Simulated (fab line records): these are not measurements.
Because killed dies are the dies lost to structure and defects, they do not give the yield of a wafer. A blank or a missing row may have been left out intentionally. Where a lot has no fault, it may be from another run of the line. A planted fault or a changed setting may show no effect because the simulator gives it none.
Matching of chambers :: flow n5Finfet :: 4 sister chambers for N5_BEOL_M2_ETCH_77 on rieDiel-03
The step etches underlayer in N2/H2, target depth 6.5 nm, time 5.2 s. 4 wafers are shown with their chamber, then 10 later ones without.

WAFERS WITH THEIR CHAMBER
wafer: L086.2
chamber: 2
showerheadPlenumPTorr (Torr): 2.51

wafer: L086.6
chamber: 1
showerheadPlenumPTorr (Torr): 2.60

wafer: L094.2
chamber: 0
showerheadPlenumPTorr (Torr): 2.34

wafer: L094.3
chamber: 3
showerheadPlenumPTorr (Torr): 2.60

WAFERS WITHOUT THEIR CHAMBER
wafer: L094.4
showerheadPlenumPTorr (Torr): 2.51

wafer: L095.1
showerheadPlenumPTorr (Torr): 2.34

wafer: L095.4
showerheadPlenumPTorr (Torr): 2.51

wafer: L095.5
showerheadPlenumPTorr (Torr): 2.50

wafer: L096.1
showerheadPlenumPTorr (Torr): 2.50

wafer: L096.2
showerheadPlenumPTorr (Torr): 2.59

wafer: L096.4
showerheadPlenumPTorr (Torr): 2.59

wafer: L097.3
showerheadPlenumPTorr (Torr): 2.59

wafer: L097.4
showerheadPlenumPTorr (Torr): 2.50

wafer: L097.5
showerheadPlenumPTorr (Torr): 2.50

WHICH CHAMBER EACH WENT THROUGH
wafer: L094.4
from the rows above: 2
in truth: 2

wafer: L095.1
from the rows above: 0
in truth: 0

wafer: L095.4
from the rows above: 2
in truth: 2

wafer: L095.5
from the rows above: 2
in truth: 2

wafer: L096.1
from the rows above: 2
in truth: 2

wafer: L096.2
from the rows above: can't be placed: 1 or 3
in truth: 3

wafer: L096.4
from the rows above: can't be placed: 1 or 3
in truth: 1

wafer: L097.3
from the rows above: can't be placed: 1 or 3
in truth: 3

wafer: L097.4
from the rows above: 2
in truth: 2

wafer: L097.5
from the rows above: 2
in truth: 2
Placed correctly: 7 of 10. Cannot be placed on the basis of these rows: 3; the candidates contain the true chamber in 3. Wrongly placed: 0.
How it was worked out, from the rows above alone: a wafer's distance from a chamber is the root of the sum, over the readings, of the square of ((its reading less the chamber's mean) divided by the reading's scatter). If the next closest chamber is less than 2 further off than the closest, the wafer can't be placed; otherwise it belongs to the closest. The mean given for a chamber averages the wafers shown for that chamber. The scatter: with one shown wafer a chamber, the root of the mean of the squares of how far each hidden wafer lies from its nearest shown one.
